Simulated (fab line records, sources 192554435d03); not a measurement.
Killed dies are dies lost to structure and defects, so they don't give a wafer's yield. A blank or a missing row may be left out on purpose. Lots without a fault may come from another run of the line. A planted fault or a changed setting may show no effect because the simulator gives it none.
Split-lot experiment | flow n5_finfet | 7 lots, 39 wafers read, on a route of 1938 steps

THE SPLIT
At N5_SD_EPI_N_ETCH_45 (etches SiOCN in CH3F/O2, target depth 6 nm), the setting target_depth_a was moved away from the recipe's 60 angstrom on 18 of the 39 wafers read, by -59.0% to +46.8%. The other wafers ran this setting at the recipe's value.

The reading is taken at the split's own step.

THE READING
etch.depth_nm (the simulator's own value, which no gauge read), in nm, at N5_SD_EPI_N_ETCH_45 (etches SiOCN in CH3F/O2, target depth 6 nm). The file gives no usual value for it. The 21 wafers here that ran the recipe average 5.916 nm, standard deviation 0.13 nm.

wafer  | tool, chamber at the split | target_depth_a as run, angstrom | against the recipe | etch.depth_nm, nm | against lot-mates on the recipe
L074.1 | rie_diel-01, 2             | 48.98                           | -18.4%             | 4.932             | -0.996
L074.2 | rie_diel-01, 0             | 60                              | recipe             | 5.884             | -
L074.3 | rie_diel-01, 1             | 60                              | recipe             | 5.975             | -
L074.4 | rie_diel-01, 3             | 48.98                           | -18.4%             | 4.841             | -1.087
L074.5 | rie_diel-01, 3             | 48.98                           | -18.4%             | 4.791             | -1.137
L074.6 | rie_diel-01, 0             | 60                              | recipe             | 5.926             | -
L079.1 | rie_diel-03, 2             | 60                              | recipe             | 5.979             | -
L079.2 | rie_diel-03, 3             | 60                              | recipe             | 5.846             | -
L079.3 | rie_diel-03, 0             | 60                              | recipe             | 5.848             | -
L079.4 | rie_diel-03, 1             | 32.16                           | -46.4%             | 3.138             | -2.753
L079.5 | rie_diel-03, 0             | 32.16                           | -46.4%             | 3.173             | -2.718
L079.6 | rie_diel-03, 3             | 32.16                           | -46.4%             | 3.123             | -2.768
L081.1 | rie_diel-01, 0             | 48.33                           | -19.4%             | 4.745             | -1.379
L081.2 | rie_diel-01, 3             | 60                              | recipe             | 6.166             | -
L081.3 | rie_diel-01, 2             | 60                              | recipe             | 5.964             | -
L081.4 | rie_diel-01, 3             | 60                              | recipe             | 6.242             | -
L081.5 | rie_diel-01, 2             | 48.33                           | -19.4%             | 4.822             | -1.302
L081.6 | rie_diel-01, 0             | 48.33                           | -19.4%             | 4.76              | -1.364
L082.1 | rie_diel-04, 1             | 60                              | recipe             | 5.695             | -
L082.2 | rie_diel-04, 2             | 88.1                            | +46.8%             | 8.642             | +2.873
L082.3 | rie_diel-04, 3             | 60                              | recipe             | 5.875             | -
L082.4 | rie_diel-04, 2             | 88.1                            | +46.8%             | 8.603             | +2.834
L082.5 | rie_diel-04, 1             | 60                              | recipe             | 5.737             | -
L082.6 | rie_diel-04, 3             | 88.1                            | +46.8%             | 8.755             | +2.986
L083.2 | rie_diel-03, 1             | 60                              | recipe             | 5.883             | -
L083.3 | rie_diel-03, 0             | 60                              | recipe             | 5.874             | -
L083.4 | rie_diel-03, 3             | 60                              | recipe             | 5.805             | -
L093.1 | rie_diel-01, 1             | 60                              | recipe             | 6.122             | -
L093.2 | rie_diel-01, 0             | 60                              | recipe             | 5.802             | -
L093.3 | rie_diel-01, 3             | 47.87                           | -20.2%             | 4.898             | -1.059
L093.4 | rie_diel-01, 2             | 60                              | recipe             | 5.947             | -
L093.5 | rie_diel-01, 2             | 47.87                           | -20.2%             | 4.686             | -1.271
L093.6 | rie_diel-01, 3             | 47.87                           | -20.2%             | 4.917             | -1.040
L095.1 | rie_diel-04, 0             | 60                              | recipe             | 5.853             | -
L095.2 | rie_diel-04, 2             | 24.63                           | -59.0%             | 2.431             | -3.458
L095.3 | rie_diel-04, 3             | 60                              | recipe             | 5.95              | -
L095.4 | rie_diel-04, 0             | 60                              | recipe             | 5.863             | -
L095.5 | rie_diel-04, 2             | 24.63                           | -59.0%             | 2.416             | -3.473
L095.6 | rie_diel-04, 3             | 24.63                           | -59.0%             | 2.432             | -3.457

THE FIT
A straight line over all 39 wafers: etch.depth_nm changes by +0.059 nm for each +1% of target_depth_a; r = +1.00; the points scatter about the line by 0.11 nm.
The same after taking each lot's own level away (the mean of its wafers on the recipe; 39 wafers): +0.06 nm for each +1%; r = +1.00; scatter 0.099 nm.
On that fit, the largest move of target_depth_a shifts the reading by 3.5 nm.
The lots' own levels span 5.7690 to 6.1240 nm, that is 2.7 times the standard deviation above.
So the lot-to-lot level changes the slope little: the two slopes agree.
Check: with one of the wafers moved furthest among these (-59.0%) left out of the fit, the line predicts -3.54 nm for it against its lot-mates. It came out at -3.46 nm against them.

OTHER SPLITS ON THESE WAFERS
These wafers also went through other splits before the reading. Each is held against what the fit with the lots' levels taken away leaves over:
other split on the same wafers          | wafers away from the commonest value | r with etch.depth_nm (lot level and that fit taken away)
N5_ZERO_LAYER_DEVELOP_10 develop_time_s | 18                                   | -0.13
N5_FIN_SAQP_HM_DEP_72 time_s            | 15                                   | +0.09

THE FILE'S OWN FIT
etch.depth_nm changes by +0.0599 nm for each +1% of target_depth_a, r = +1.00.
